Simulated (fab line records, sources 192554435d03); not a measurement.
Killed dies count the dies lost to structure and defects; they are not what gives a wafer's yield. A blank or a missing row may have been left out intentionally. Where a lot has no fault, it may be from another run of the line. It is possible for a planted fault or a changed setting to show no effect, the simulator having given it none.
Split-lot trial | flow n5Finfet | 21 wafers read from 7 lots, route of 1938 steps

## THE SPLIT
At N5_BEOL_M1_ETCH_64 (etches SOC in N2/H2, target depth 75 nm, overetch 15 nm, time 112.5 s), the setting biasW was moved away from the recipe's 150 W on 8 of the 21 wafers read, by -8.9% to +12.5%. This setting was run at the recipe's value on the other wafers.

The reading comes from the split's own step.

## THE READING
rfVppV, in V, at N5_BEOL_M1_ETCH_64 (etches SOC in N2/H2, target depth 75 nm, overetch 15 nm, time 112.5 s). Fault-free wafers of this fab line usually give 524.0 V, standard deviation 1.9 V.

wafer  | tool, chamber at the split | biasW as run, W | against the recipe | rfVppV, V | against lot-mates on the recipe
L081.2 | rieDiel-03, 1              | 150             | recipe             | 523.6     | -
L081.3 | rieDiel-03, 2              | 136.6           | -8.9%              | 496.3     | -27.3
L081.4 | rieDiel-03, 3              | 136.6           | -8.9%              | 496.5     | -27.1
L082.1 | rieDiel-05, 0              | 150             | recipe             | 524.5     | -
L082.4 | rieDiel-05, 2              | 141.6           | -5.6%              | 504.8     | -19.7
L082.5 | rieDiel-05, 3              | 141.6           | -5.6%              | 504.0     | -20.5
L083.1 | rieDiel-05, 0              | 150             | recipe             | 526.4     | -
L083.4 | rieDiel-05, 2              | 150             | recipe             | 522.9     | -
L083.6 | rieDiel-05, 2              | 150             | recipe             | 524.9     | -
L089.2 | rieDiel-03, 1              | 168.8           | +12.5%             | 564.9     | +38.7
L089.3 | rieDiel-03, 2              | 150             | recipe             | 526.2     | -
L089.6 | rieDiel-03, 3              | 168.8           | +12.5%             | 566.1     | +39.9
L092.4 | rieDiel-03, 0              | 161.9           | +7.9%              | 548.0     | +25.9
L092.5 | rieDiel-03, 0              | 150             | recipe             | 522.1     | -
L092.6 | rieDiel-03, 1              | 161.9           | +7.9%              | 549.9     | +27.8
L093.1 | rieDiel-05, 1              | 150             | recipe             | 522.7     | -
L093.3 | rieDiel-05, 0              | 150             | recipe             | 524.4     | -
L093.5 | rieDiel-05, 3              | 150             | recipe             | 524.1     | -
L094.2 | rieDiel-04, 2              | 150             | recipe             | 520.9     | -
L094.4 | rieDiel-04, 2              | 150             | recipe             | 521.5     | -
L094.6 | rieDiel-04, 1              | 150             | recipe             | 525.6     | -

FIT RESULTS
A straight line over all 21 wafers: rfVppV changes by +3.25 V for each +1% of biasW; r = +1.00; the points scatter about the line by 1.6 V.
The same after taking each lot's own level away (the mean of its wafers on the recipe; 21 wafers): +3.2 V for each +1%; r = +1.00; scatter 1.5 V.
That fit puts the effect of the largest move of biasW on the reading at 40 V.
Across the lots, their own levels run from 522.10 to 526.20 V, a range of 2.2 times the standard deviation given above.
Hence the lot-to-lot level has little effect on the slope; both slopes agree.
Check: with one of the wafers moved furthest among these (+12.5%) left out of the fit, the line predicts +40.7 V for it against its lot-mates. Against them it came out at +38.7 V.
Tool readings at the split's step, against how far the setting was moved: rfVppV r = +1.00.

## OTHER SPLITS APPLIED TO THESE WAFERS
Before the reading, these wafers also passed through other splits. Each is held against what the fit with the lots' levels taken away leaves over:
other split on the same wafers      | wafers away from the commonest value | r with rfVppV (lot level and that fit taken away)
N5_MOL_CONTACT_COAG_COAT_76 spinRpm | 8                                    | -0.05
N5_MOL_CONTACT_COAG_COAT_63 spinRpm | 7                                    | +0.26
N5_BEOL_M0_SAQP_ETCH_107 biasW      | 6                                    | -0.19

## THE FILE'S OWN FIT
rfVppV changes by +3.2 V for each +1% of biasW, r = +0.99.
